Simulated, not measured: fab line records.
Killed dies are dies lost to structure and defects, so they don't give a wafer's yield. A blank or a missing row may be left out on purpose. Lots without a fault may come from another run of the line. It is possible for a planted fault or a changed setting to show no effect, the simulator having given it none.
fab line records | flow n5-finfet
record lots=24 wafers=72 last-day=18
route steps=1938 shown BEOL_M3@1000 BEOL_M4@1036
lots untouched by any fault: they come from a run of this same line in which no faults occurred
start-h: hours from the record's opening day to when the first of the lot's shown wafers began | wait-h: hours elapsed since this lot's preceding step | " same as the row above | L1.1+2: a row that stands for several wafers | - either no value or no given start | * or withheld: withheld | < > ~ a bound
route shown NAME@n: NAME is a module with steps in the file, n the number in the route of the first one | usual: the fault-free wafers' mean and standard deviation | same: alike in all rows | chamber/n: place in a boat | sites: the reading at each site | _std_site: their standard deviation | _edge_site: mean of outer sites minus mean of inner sites | radius-mm: for every site, how far away it sits from the centre of the wafer | mask NAME#n: copy n | behind: the tool/chamber that last shaped the wafer | hold: reason for holding the lot/hours on hold/outcome of the hold | device: whichever transistor did not switch (one of n, p or np) | end of line: the route-end tests of the same wafers | a step given without rows: its recipe and nothing more | killed: the dies lost at the first sort to structure and to defects; this is not the yield of the wafer | map: a wafer's dies, x killed, . not, _ none there
set.NAME: the setting that was run; set.NAME@STEP: the one run at that earlier step | model.NAME: the simulator's own value behind a step, which no gauge read
route steps across a sampled set of lots; one table per step, one row per wafer
services: the hour from which a tool's chamber was out of use, counted from the record's first day as start-h (under 0 if before that day), plus the number of hours and why
## steps
# step N5_BEOL_M3_SPUTTER_86
# recipe material=Cu target-thk-a=45 temp-c=-20 chamber-pressure-pa=0.07 power-w=withheld time-s=8.29
# usual throttle-valve-pct=30.3/0.4
# columns lot.wafer tool chamber start-h wait-h throttle-valve-pct
L074.1 pvd-sputter-03 - 151.21 0.1 29.8
L074.2 " - " " 30.6
L074.5 " - " " 30.1
L075.1 pvd-sputter-03 - 159.10 0.1 29.9
L075.2 " - " " 30.4
L075.3 " - " " 29.9
L076.3 pvd-sputter-01 - 168.47 0.1 30.4
L076.4 " - " " 30.9
L076.6 " - " " 30.8
L077.4 pvd-sputter-03 - 178.12 0.1 30.1
L077.5 " - " " 29.9
L077.6 " - " " 30.1
L079.2 pvd-sputter-01 - 184.96 0.1 30.4
L079.4 " - " " 30.7
L079.6 " - " " 30.4
L080.1 pvd-sputter-01 - 189.80 0.1 30.6
L080.4 " - " " 29.4
L080.5 " - " " 30.9
L078.4 pvd-sputter-03 - 192.99 0.1 30.7
L078.5 " - " " 29.9
L078.6 " - " " 29.7
L081.3 pvd-sputter-01 - 199.38 0.1 29.6
L081.5 " - " " 30.8
L081.6 " - " " 30.3
L082.1 pvd-sputter-01 - 202.38 0.1 30.3
L082.3 " - " " 29.6
L082.5 " - " " 30.1
L085.1 pvd-sputter-01 - 217.69 0.1 30.4
L085.2 " - " " 29.5
L085.3 " - " " 30.6
L084.1 pvd-sputter-02 - 225.03 0.1 31.0
L084.3 " - " " 30.5
L084.6 " - " " 30.6
L083.2 pvd-sputter-02 - 226.87 0.1 30.9
L083.5 " - " " 30.9
L083.6 " - " " 30.4
L086.3 pvd-sputter-01 - 229.93 0.1 30.8
L086.4 " - " " 30.4
L086.5 " - " " 30.5
L087.2 pvd-sputter-03 - 231.62 0.1 30.3
L087.3 " - " " 30.2
L087.6 " - " " 30.4
L088.2 pvd-sputter-01 - 242.79 0.1 30.5
L088.4 " - " " 30.5
L088.6 " - " " 29.6
L090.1 pvd-sputter-03 - 245.81 0.1 30.5
L090.2 " - " " 29.9
L090.6 " - " " 29.9
L091.1 pvd-sputter-03 - 261.10 0.1 30.3
L091.4 " - " " 29.9
L091.6 " - " " 30.3
L089.2 pvd-sputter-02 - 263.76 0.1 30.6
L089.3 " - " " 30.8
L089.6 " - " " 30.6
L092.3 pvd-sputter-03 - 265.40 0.1 30.0
L092.4 " - " " 30.1
L092.6 " - " " 30.0
L093.1 pvd-sputter-02 - 266.49 0.1 31.1
L093.3 " - " " 30.5
L093.4 " - " " 30.5
L094.1 pvd-sputter-01 - 274.31 0.1 30.3
L094.5 " - " " 30.3
L094.6 " - " " 30.8
L095.2 pvd-sputter-03 - 284.05 0.1 30.6
L095.5 " - " " 29.8
L095.6 " - " " 29.9
L096.1 pvd-sputter-03 - 299.48 0.1 29.9
L096.2 " - " " 30.0
L096.3 " - " " 30.8
L097.1 pvd-sputter-01 - 302.02 0.1 30.5
L097.2 " - " " 30.6
L097.4 " - " " 29.6
# step N5_BEOL_M3_SPUTTER_94
# recipe material=Cu target-thk-a=45 temp-c=-20 chamber-pressure-pa=0.07 power-w=withheld time-s=8.29
# usual throttle-valve-pct=30.3/0.42
# columns lot.wafer tool chamber start-h wait-h throttle-valve-pct
L074.1 pvd-sputter-03 - 152.09 0.1 30.0
L074.2 " - " " 30.8
L074.5 " - " " 30.2
L075.1 pvd-sputter-03 - 159.98 0.1 30.1
L075.2 " - " " 30.5
L075.3 " - " " 30.2
L076.3 pvd-sputter-01 - 169.35 0.1 30.4
L076.4 " - " " 31.0
L076.6 " - " " 31.0
L077.4 pvd-sputter-03 - 179.00 0.1 29.6
L077.5 " - " " 29.4
L077.6 " - " " 30.0
L079.2 pvd-sputter-01 - 185.84 0.1 30.5
L079.4 " - " " 30.9
L079.6 " - " " 30.2
L080.1 pvd-sputter-01 - 190.68 0.1 30.8
L080.4 " - " " 29.6
L080.5 " - " " 30.8
L078.4 pvd-sputter-03 - 193.87 0.1 30.3
L078.5 " - " " 30.2
L078.6 " - " " 30.1
L081.3 pvd-sputter-01 - 200.26 0.1 29.5
L081.5 " - " " 30.8
L081.6 " - " " 30.1
L082.1 pvd-sputter-01 - 203.26 0.1 30.2
L082.3 " - " " 29.7
L082.5 " - " " 30.2
L085.1 pvd-sputter-01 - 218.57 0.1 30.4
L085.2 " - " " 29.5
L085.3 " - " " 31.0
L084.1 pvd-sputter-02 - 225.91 0.1 31.1
L084.3 " - " " 30.6
L084.6 " - " " 30.8
L083.2 pvd-sputter-02 - 227.75 0.1 31.0
L083.5 " - " " 31.1
L083.6 " - " " 30.5
L087.2 pvd-sputter-03 - 232.50 0.1 30.6
L087.3 " - " " 30.1
L087.6 " - " " 30.4
L086.3 pvd-sputter-01 - 233.59 0.1 31.2
L086.4 " - " " 30.4
L086.5 " - " " 30.6
L088.2 pvd-sputter-01 - 243.67 0.1 30.5
L088.4 " - " " 30.4
L088.6 " - " " 29.8
L090.1 pvd-sputter-03 - 246.69 0.1 30.3
L090.2 " - " " 30.0
L090.6 " - " " 30.1
L091.1 pvd-sputter-03 - 261.98 0.1 30.2
L091.4 " - " " 29.8
L091.6 " - " " 29.8
L089.2 pvd-sputter-02 - 264.64 0.1 30.5
L089.3 " - " " 30.9
L089.6 " - " " 30.5
L092.3 pvd-sputter-03 - 266.28 0.1 29.7
L092.4 " - " " 30.4
L092.6 " - " " 30.2
L093.1 pvd-sputter-02 - 267.37 0.1 30.9
L093.3 " - " " 30.6
L093.4 " - " " 30.5
L094.1 pvd-sputter-01 - 275.19 0.1 30.3
L094.5 " - " " 30.5
L094.6 " - " " 30.7
L095.2 pvd-sputter-03 - 284.93 0.1 30.3
L095.5 " - " " 30.0
L095.6 " - " " 29.7
L096.1 pvd-sputter-03 - 300.36 0.1 30.0
L096.2 " - " " 30.4
L096.3 " - " " 30.5
L097.1 pvd-sputter-01 - 302.90 0.1 30.5
L097.2 " - " " 31.0
L097.4 " - " " 29.5
# step N5_BEOL_M3_SPUTTER_96
# recipe material=Cu target-thk-a=45 temp-c=-20 chamber-pressure-pa=0.07 power-w=withheld time-s=8.29
# usual throttle-valve-pct=30.3/0.42
# columns lot.wafer tool chamber start-h wait-h throttle-valve-pct
L074.1 pvd-sputter-03 - 152.31 0.1 29.8
L074.2 " - " " 30.4
L074.5 " - " " 29.9
L075.1 pvd-sputter-03 - 160.20 0.1 30.2
L075.2 " - " " 30.7
L075.3 " - " " 29.9
L076.3 pvd-sputter-01 - 169.57 0.1 30.4
L076.4 " - " " 30.8
L076.6 " - " " 31.0
L077.4 pvd-sputter-03 - 179.22 0.1 29.7
L077.5 " - " " 30.2
L077.6 " - " " 30.4
L079.2 pvd-sputter-01 - 186.06 0.1 30.5
L079.4 " - " " 30.6
L079.6 " - " " 30.6
L080.1 pvd-sputter-01 - 190.90 0.1 30.6
L080.4 " - " " 29.4
L080.5 " - " " 30.9
L078.4 pvd-sputter-03 - 194.09 0.1 30.6
L078.5 " - " " 30.0
L078.6 " - " " 30.1
L081.3 pvd-sputter-01 - 200.48 0.1 29.7
L081.5 " - " " 30.8
L081.6 " - " " 30.3
L082.1 pvd-sputter-01 - 203.48 0.1 30.2
L082.3 " - " " 29.5
L082.5 " - " " 30.4
L085.1 pvd-sputter-01 - 218.79 0.1 30.3
L085.2 " - " " 29.6
L085.3 " - " " 30.8
L084.1 pvd-sputter-02 - 226.13 0.1 31.0
L084.3 " - " " 30.3
L084.6 " - " " 30.4
L083.2 pvd-sputter-02 - 227.97 0.1 31.1
L083.5 " - " " 30.8
L083.6 " - " " 30.3
L087.2 pvd-sputter-03 - 232.72 0.1 30.5
L087.3 " - " " 30.4
L087.6 " - " " 30.7
L086.3 pvd-sputter-01 - 233.81 0.1 30.4
L086.4 " - " " 30.5
L086.5 " - " " 30.7
L088.2 pvd-sputter-01 - 243.89 0.1 30.1
L088.4 " - " " 30.4
L088.6 " - " " 29.4
L090.1 pvd-sputter-03 - 246.91 0.1 30.3
L090.2 " - " " 29.8
L090.6 " - " " 30.3
L091.1 pvd-sputter-03 - 262.20 0.1 30.0
L091.4 " - " " 30.0
L091.6 " - " " 30.1
L089.2 pvd-sputter-02 - 264.86 0.1 30.6
L089.3 " - " " 30.8
L089.6 " - " " 30.7
L092.3 pvd-sputter-03 - 266.50 0.1 29.8
L092.4 " - " " 30.1
L092.6 " - " " 30.1
L093.1 pvd-sputter-02 - 267.59 0.1 31.2
L093.3 " - " " 30.5
L093.4 " - " " 30.3
L094.1 pvd-sputter-01 - 275.41 0.1 30.3
L094.5 " - " " 30.3
L094.6 " - " " 31.3
L095.2 pvd-sputter-03 - 285.15 0.1 30.6
L095.5 " - " " 29.7
L095.6 " - " " 30.0
L096.1 pvd-sputter-03 - 300.58 0.1 29.8
L096.2 " - " " 30.0
L096.3 " - " " 30.3
L097.1 pvd-sputter-01 - 303.12 0.1 30.5
L097.2 " - " " 31.0
L097.4 " - " " 29.4
# step N5_BEOL_M4_INSPECT_13
# recipe mode=adi inspect-instrument=brightfield
# usual raw-defect-count=426/91
# columns lot.wafer tool chamber start-h wait-h raw-defect-count
L074.1 defect-inspect-01 - 154.87 0.1 386
L074.2 " - " " 454
L074.5 " - " " 541
L075.1 defect-inspect-01 - 164.93 0.1 327
L075.2 " - " " 442
L075.3 " - " " 352
L076.3 defect-inspect-01 - 171.84 0.0 480
L076.4 " - " " 406
L076.6 " - " " 511
L077.4 defect-inspect-02 - 183.15 0.0 447
L077.5 " - " " 237
L077.6 " - " " 247
L079.2 defect-inspect-01 - 187.95 0.0 460
L079.4 " - " " 279
L079.6 " - " " 495
L080.1 defect-inspect-02 - 192.86 0.1 434
L080.4 " - " " 461
L080.5 " - " " 478
L078.4 defect-inspect-02 - 196.30 0.0 331
L078.5 " - " " 362
L078.6 " - " " 315
L081.3 defect-inspect-01 - 204.51 0.1 497
L081.5 " - " " 421
L081.6 " - " " 366
L082.1 defect-inspect-02 - 205.26 0.1 482
L082.3 " - " " 476
L082.5 " - " " 617
L085.1 defect-inspect-02 - 221.68 0.1 438
L085.2 " - " " 342
L085.3 " - " " 405
L084.1 defect-inspect-02 - 228.66 0.1 343
L084.3 " - " " 337
L084.6 " - " " 364
L083.2 defect-inspect-01 - 233.01 0.0 371
L083.5 " - " " 313
L083.6 " - " " 346
L087.2 defect-inspect-01 - 234.83 0.1 586
L087.3 " - " " 455
L087.6 " - " " 537
L086.3 defect-inspect-01 - 237.41 0.0 506
L086.4 " - " " 421
L086.5 " - " " 571
L088.2 defect-inspect-01 - 248.08 0.0 402
L088.4 " - " " 372
L088.6 " - " " 295
L090.1 defect-inspect-02 - 249.13 0.1 280
L090.2 " - " " 377
L090.6 " - " " 360
L091.1 defect-inspect-02 - 265.41 0.1 475
L091.4 " - " " 308
L091.6 " - " " 380
L089.2 defect-inspect-02 - 268.29 0.0 477
L089.3 " - " " 574
L089.6 " - " " 571
L092.3 defect-inspect-02 - 268.84 0.0 491
L092.4 " - " " 498
L092.6 " - " " 414
L093.1 defect-inspect-01 - 269.37 0.1 414
L093.3 " - " " 426
L093.4 " - " " 427
L094.1 defect-inspect-02 - 278.62 0.1 369
L094.5 " - " " 420
L094.6 " - " " 294
L095.2 defect-inspect-01 - 289.40 0.0 362
L095.5 " - " " 363
L095.6 " - " " 416
L096.1 defect-inspect-02 - 303.78 0.1 565
L096.2 " - " " 535
L096.3 " - " " 420
L097.1 defect-inspect-01 - 305.00 0.1 476
L097.2 " - " " 365
L097.4 " - " " 394
# step N5_BEOL_M4_INSPECT_30
# recipe mode=adi inspect-instrument=brightfield
# usual raw-defect-count=428/94
# columns lot.wafer tool chamber start-h wait-h raw-defect-count
L074.1 defect-inspect-01 - 155.75 0.1 402
L074.2 " - " " 475
L074.5 " - " " 543
L075.1 defect-inspect-01 - 165.84 0.1 334
L075.2 " - " " 430
L075.3 " - " " 356
L076.3 defect-inspect-02 - 172.93 0.0 530
L076.4 " - " " 421
L076.6 " - " " 520
L077.4 defect-inspect-02 - 184.30 0.0 470
L077.5 " - " " 231
L077.6 " - " " 242
L079.2 defect-inspect-01 - 189.04 0.0 485
L079.4 " - " " 303
L079.6 " - " " 485
L080.1 defect-inspect-02 - 193.86 0.1 465
L080.4 " - " " 472
L080.5 " - " " 482
L078.4 defect-inspect-02 - 197.23 0.0 321
L078.5 " - " " 354
L078.6 " - " " 299
L081.3 defect-inspect-02 - 205.54 0.0 556
L081.5 " - " " 434
L081.6 " - " " 344
L082.1 defect-inspect-01 - 206.17 0.1 450
L082.3 " - " " 483
L082.5 " - " " 601
L085.1 defect-inspect-01 - 222.69 0.1 419
L085.2 " - " " 328
L085.3 " - " " 403
L084.1 defect-inspect-02 - 229.64 0.1 352
L084.3 " - " " 339
L084.6 " - " " 352
L083.2 defect-inspect-01 - 233.90 0.0 342
L083.5 " - " " 323
L083.6 " - " " 332
L087.2 defect-inspect-01 - 236.05 0.0 591
L087.3 " - " " 410
L087.6 " - " " 549
L086.3 defect-inspect-01 - 239.24 0.0 505
L086.4 " - " " 441
L086.5 " - " " 580
L088.2 defect-inspect-02 - 249.08 0.0 411
L088.4 " - " " 378
L088.6 " - " " 302
L090.1 defect-inspect-02 - 250.07 0.1 267
L090.2 " - " " 410
L090.6 " - " " 367
L091.1 defect-inspect-01 - 266.43 0.1 461
L091.4 " - " " 298
L091.6 " - " " 357
L089.2 defect-inspect-02 - 269.39 0.0 464
L089.3 " - " " 598
L089.6 " - " " 608
L092.3 defect-inspect-01 - 269.84 0.0 462
L092.4 " - " " 468
L092.6 " - " " 399
L093.1 defect-inspect-01 - 270.25 0.1 413
L093.3 " - " " 427
L093.4 " - " " 443
L094.1 defect-inspect-02 - 281.03 0.1 355
L094.5 " - " " 428
L094.6 " - " " 289
L095.2 defect-inspect-02 - 290.28 0.0 373
L095.5 " - " " 395
L095.6 " - " " 465
L096.1 defect-inspect-02 - 304.79 0.1 540
L096.2 " - " " 555
L096.3 " - " " 404
L097.1 defect-inspect-01 - 305.92 0.1 484
L097.2 " - " " 330
L097.4 " - " " 404
# step N5_BEOL_M4_VIA_ETCH_34
# recipe chemistry=C4F6/O2 target-depth-a=694 mask-material=SOC pressure-mtorr=15 ion-energy-ev=250 taper-deg=4 time-s=65.9 source-w=350 bias-w=170 Ar_flow_sccm=300 C4F6_flow_sccm=10 O2_flow_sccm=10
# usual drypump-motor-current-A=5.7/0.48 oes_f_703_au=0.78/0.092 oes_o_777_au=0.77/0.093 oes-product-au=0.78/0.097 rf-vpp-V=665/4.6 showerhead-plenum-p-Torr=2.79/0.04 throttle-valve-pct=30.74/0.28
# columns lot.wafer tool chamber start-h wait-h drypump-motor-current-A oes_f_703_au oes_o_777_au oes-product-au rf-hours-counter-h rf-vpp-V showerhead-plenum-p-Torr throttle-valve-pct
L074.1 rie-diel-01 3 160.29 0.0 4.8 0.72 0.72 0.74 189 671 2.83 30.93
L074.2 " 0 " " 6.5 0.86 0.87 0.88 41 667 2.78 30.30
L074.5 " 0 " " 6.5 0.87 0.87 0.87 - 666 2.78 30.29
L075.1 rie-diel-02 3 166.80 0.0 6.1 0.79 0.78 0.77 113 665 2.86 30.60
L075.2 " 2 " " 5.9 0.73 0.73 0.73 167 658 2.84 31.21
L075.3 " 0 " " 5.6 0.78 0.78 0.79 108 665 2.75 30.78
L076.3 rie-diel-02 3 179.10 0.0 6.1 0.78 0.78 0.77 118 667 2.86 30.58
L076.4 " 0 " " 5.7 0.78 0.78 0.79 112 665 2.75 30.77
L076.6 " 3 " " 6.1 0.78 0.77 0.77 - 665 2.86 30.57
L077.4 rie-diel-05 2 191.05 0.0 5.2 0.73 0.72 0.72 - 667 2.71 30.77
L077.5 " 0 " " 5.0 0.68 0.68 0.67 - 656 2.80 30.61
L077.6 " 3 " " 5.7 0.69 0.69 0.70 - 663 2.81 31.11
L079.2 rie-diel-01 0 191.06 0.0 6.5 0.85 0.85 0.86 51 666 2.78 30.30
L079.4 " 3 " " 4.8 0.72 0.71 0.72 200 670 2.82 30.93
L079.6 " 3 " " 4.8 0.72 0.71 0.72 - 671 2.82 30.94
L080.1 rie-diel-05 0 203.87 0.0 5.1 0.68 0.69 0.67 243 657 2.80 30.61
L080.4 " 0 " " 5.1 0.68 0.68 0.67 - 656 2.80 30.61
L080.5 " 2 " " 5.2 0.72 0.72 0.71 - 665 2.71 30.77
L078.4 rie-diel-05 1 206.82 0.0 6.0 0.97 0.98 0.98 0 669 2.80 30.44
L078.5 " 1 " " 6.0 0.98 0.97 0.97 - 671 2.80 30.43
L078.6 " 0 " " 5.1 0.67 0.68 0.67 - 655 2.80 30.60
L081.3 rie-diel-02 0 207.01 0.0 5.6 0.77 0.76 0.78 122 663 2.75 30.79
L081.5 " 0 " " 5.6 0.76 0.76 0.78 - 665 2.75 30.79
L081.6 " 1 " " 6.1 0.71 0.72 0.71 - 671 2.83 30.52
L082.1 rie-diel-01 1 210.25 0.0 5.7 0.69 0.69 0.68 246 670 2.79 30.70
L082.3 " 2 " " 5.7 0.93 0.91 0.94 19 659 2.79 30.81
L082.5 " 3 " " 4.8 0.71 0.71 0.71 - 669 2.82 30.92
L085.1 rie-diel-01 0 227.67 0.0 6.5 0.83 0.84 0.84 61 666 2.77 30.29
L085.2 " 2 " " 5.7 0.90 0.90 0.90 26 658 2.79 30.81
L085.3 " 3 " " 4.8 0.71 0.70 0.71 214 669 2.81 30.95
L084.1 rie-diel-02 0 233.61 0.0 5.6 0.76 0.75 0.77 129 664 2.74 30.79
L084.3 " 3 " " 6.1 0.76 0.76 0.75 135 665 2.85 30.60
L084.6 " 2 " " 5.9 0.71 0.71 0.71 - 659 2.83 31.24
L083.2 rie-diel-05 3 234.76 0.0 5.7 0.68 0.68 0.69 238 665 2.80 31.17
L083.5 " 1 " " 6.0 0.92 0.90 0.93 - 671 2.79 30.46
L083.6 " 3 " " 5.7 0.68 0.68 0.68 - 665 2.80 31.14
L087.2 rie-diel-02 2 240.38 0.0 6.0 0.72 0.71 0.71 191 659 2.83 31.24
L087.3 " 3 " " 6.1 0.77 0.76 0.75 137 665 2.85 30.59
L087.6 " 2 " " 6.0 0.71 0.71 0.71 - 659 2.83 31.24
L086.3 rie-diel-05 2 243.55 0.0 5.1 0.71 0.71 0.70 204 666 2.70 30.80
L086.4 " 3 " " 5.7 0.68 0.68 0.69 243 663 2.80 31.17
L086.5 " 3 " " 5.7 0.68 0.68 0.68 - 663 2.80 31.17
L088.2 rie-diel-02 3 252.21 0.0 6.0 0.75 0.76 0.75 141 663 2.85 30.61
L088.4 " 2 " " 6.0 0.71 0.71 0.71 195 659 2.83 31.26
L088.6 " 3 " " 6.1 0.76 0.75 0.74 - 665 2.85 30.60
L090.1 rie-diel-05 1 257.64 0.0 6.0 0.89 0.89 0.91 21 670 2.79 30.48
L090.2 " 3 " " 5.8 0.68 0.67 0.68 247 663 2.80 31.16
L090.6 " 2 " " 5.1 0.71 0.71 0.69 - 667 2.70 30.80
L091.1 rie-diel-01 1 267.52 0.0 5.8 0.99 0.99 0.99 3 669 2.78 30.45
L091.4 " 3 " " 4.8 0.70 0.70 0.70 231 669 2.81 30.97
L091.6 " 1 " " 5.8 0.99 0.98 0.99 - 670 2.78 30.46
L089.2 rie-diel-02 0 274.53 0.0 5.6 0.74 0.75 0.76 144 663 2.74 30.80
L089.3 " 3 " " 6.1 0.75 0.75 0.74 149 664 2.85 30.61
L089.6 " 3 " " 6.1 0.75 0.76 0.74 - 665 2.85 30.62
L092.3 rie-diel-02 2 278.46 0.0 6.0 0.70 0.70 0.70 206 659 2.82 31.26
L092.4 " 3 " " 6.1 0.75 0.75 0.74 152 666 2.84 30.61
L092.6 " 2 " " 6.0 0.71 0.71 0.71 - 658 2.82 31.25
L093.1 rie-diel-01 0 281.67 0.0 6.5 0.81 0.81 0.81 86 666 2.76 30.35
L093.3 " 1 " " 5.7 0.96 0.96 0.95 10 670 2.78 30.47
L093.4 " 2 " " 5.7 0.87 0.86 0.87 50 658 2.78 30.83
L094.1 rie-diel-05 0 285.03 0.0 5.1 0.93 0.93 0.93 11 657 2.79 30.41
L094.5 " 3 " " 5.8 0.97 0.97 1.00 - 664 2.79 30.95
L094.6 " 2 " " 5.2 0.70 0.70 0.69 - 665 2.70 30.81
L095.2 rie-diel-01 1 292.71 0.0 5.7 0.94 0.95 0.95 13 670 2.78 30.48
L095.5 " 0 " " 6.5 0.80 0.80 0.80 - 665 2.76 30.34
L095.6 " 3 " " 4.8 0.69 0.69 0.69 - 668 2.80 30.98
L096.1 rie-diel-01 2 306.32 0.0 5.7 0.86 0.85 0.85 60 657 2.77 30.84
L096.2 " 1 " " 5.7 0.92 0.94 0.93 19 669 2.78 30.48
L096.3 " 0 " " 6.5 0.81 0.81 0.81 93 665 2.76 30.32
L097.1 rie-diel-01 1 311.37 0.0 5.7 0.93 0.93 0.93 21 669 2.78 30.49
L097.2 " 2 " " 5.7 0.85 0.85 0.85 62 659 2.77 30.86
L097.4 " 0 " " 6.5 0.81 0.80 0.80 - 665 2.76 30.34
## services
# columns tool chamber start-h hours kind
rie-diel-01 2 136.93 - clean
rie-diel-01 2 136.93 - consumable-replace:focus-ring
rie-diel-01 2 136.93 22.3 scheduled-down
rie-diel-01 2 136.93 22.3 vent-cycle
rie-diel-05 0 141.50 9.7 repair
pvd-sputter-01 - 141.96 1.9 repair
rie-diel-05 1 163.92 15.8 repair
rie-diel-05 1 184.07 - clean
rie-diel-05 1 184.07 - consumable-replace:focus-ring
rie-diel-05 1 184.07 21.9 scheduled-down
rie-diel-05 1 184.07 21.9 vent-cycle
rie-diel-01 0 205.00 10.7 repair
rie-diel-05 3 217.36 2.8 repair
rie-diel-01 1 226.12 7.0 repair
rie-diel-01 1 233.20 - clean
rie-diel-01 1 233.20 - consumable-replace:focus-ring
rie-diel-01 1 233.20 23.2 scheduled-down
rie-diel-01 1 233.20 23.2 vent-cycle
rie-diel-05 - 271.96 10.0 pm
rie-diel-05 3 292.57 28.2 repair
rie-diel-01 3 306.54 - clean
rie-diel-01 3 306.54 - consumable-replace:focus-ring
rie-diel-01 3 306.54 32.1 scheduled-down
rie-diel-01 3 306.54 32.1 vent-cycle
## key
fault none
